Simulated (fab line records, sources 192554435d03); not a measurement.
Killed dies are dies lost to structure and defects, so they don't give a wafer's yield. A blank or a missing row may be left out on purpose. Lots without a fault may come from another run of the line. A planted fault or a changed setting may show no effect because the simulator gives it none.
Split-lot experiment | flow n5_finfet | 7 lots, 21 wafers read, on a route of 1938 steps

THE SPLIT
At N5_BEOL_M8_DEP_56 (deposits SiCN from 3MS/NH3, target thk 10 nm, time 17.5 s), the setting time_s was moved away from the recipe's 17.5 s on 10 of the 21 wafers read, by -13.8% to +10.2%. The other wafers ran this setting at the recipe's value.

The reading is taken at the split's own step.

THE READING
SiCN_of_BEOL_M8_DEP_56.thk_nm (the simulator's own value, which no gauge read), in nm, at N5_BEOL_M8_DEP_56 (deposits SiCN from 3MS/NH3, target thk 10 nm, time 17.5 s). The file gives no usual value for it. The 11 wafers here that ran the recipe average 10.1 nm, standard deviation 0.12 nm.

wafer  | tool, chamber at the split | time_s as run, s | against the recipe | SiCN_of_BEOL_M8_DEP_56.thk_nm, nm | against lot-mates on the recipe
L080.1 | pecvd-01, 0                | 17.5             | recipe             | 10.2                              | -
L080.2 | pecvd-01, 1,0              | 17.5             | recipe             | 10                                | -
L080.5 | pecvd-01, 1,0              | 17.5             | recipe             | 10                                | -
L081.3 | pecvd-04, 0,1              | 15.43            | -11.8%             | 8.8                               | no lot-mate on the recipe
L081.4 | pecvd-04, 0,1              | 15.43            | -11.8%             | 8.8                               | no lot-mate on the recipe
L081.6 | pecvd-04, 1                | 15.43            | -11.8%             | 9                                 | no lot-mate on the recipe
L084.1 | pecvd-04, 0                | 16               | -8.6%              | 9                                 | -1.2
L084.4 | pecvd-04, 1                | 16               | -8.6%              | 9.2                               | -1.0
L084.5 | pecvd-04, 1                | 17.5             | recipe             | 10.2                              | -
L088.1 | pecvd-02, 1                | 17.5             | recipe             | 9.8                               | -
L088.2 | pecvd-02, 2,0              | 16.19            | -7.5%              | 9                                 | -0.8
L088.3 | pecvd-02, 2,0              | 16.19            | -7.5%              | 9                                 | -0.8
L091.1 | pecvd-04, 0                | 17.5             | recipe             | 10                                | -
L091.5 | pecvd-04, 0                | 15.08            | -13.8%             | 8.6                               | -1.5
L091.6 | pecvd-04, 2                | 17.5             | recipe             | 10.2                              | -
L093.1 | pecvd-04, 2,1              | 17.5             | recipe             | 10                                | -
L093.2 | pecvd-04, 2,1              | 17.5             | recipe             | 10                                | -
L093.5 | pecvd-04, 2                | 17.5             | recipe             | 10.2                              | -
L095.3 | pecvd-04, 1                | 19.29            | +10.2%             | 10.8                              | +0.8
L095.4 | pecvd-04, 1                | 17.5             | recipe             | 10                                | -
L095.6 | pecvd-04, 2                | 19.29            | +10.2%             | 11.2                              | +1.2
Where a row lists several chambers, the file gives one row for several wafers and doesn't say which wafer went through which chamber.

THE FIT
A straight line over all 21 wafers: SiCN_of_BEOL_M8_DEP_56.thk_nm changes by +0.103 nm for each +1% of time_s; r = +0.98; the points scatter about the line by 0.15 nm.
The same after taking each lot's own level away (the mean of its wafers on the recipe; 18 wafers): +0.108 nm for each +1%; r = +0.98; scatter 0.12 nm.
On that fit, the largest move of time_s shifts the reading by 1.5 nm.
The lots' own levels span 9.80 to 10.20 nm, that is 3.2 times the standard deviation above.
So the lot-to-lot level changes the slope little: the two slopes agree.
Check: with one of the wafers moved furthest among these (-13.8%) left out of the fit, the line predicts -1.54 nm for it against its lot-mates. It came out at -1.5 nm against them.

OTHER SPLITS ON THESE WAFERS
These wafers also went through other splits before the reading. Each is held against what the fit with the lots' levels taken away leaves over:
other split on the same wafers | wafers away from the commonest value | r with SiCN_of_BEOL_M8_DEP_56.thk_nm (lot level and that fit taken away)
N5_BEOL_M7_EXPOSE_08 dose_mj   | 4                                    | +0.66
N5_BEOL_M8_PECVD_70 temp_c     | 3                                    | +0.23
N5_BEOL_M8_EXPOSE_08 dose_mj   | 7                                    | -0.06

THE FILE'S OWN FIT
SiCN_of_BEOL_M8_DEP_56.thk_nm changes by +0.109 nm for each +1% of time_s, r = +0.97.
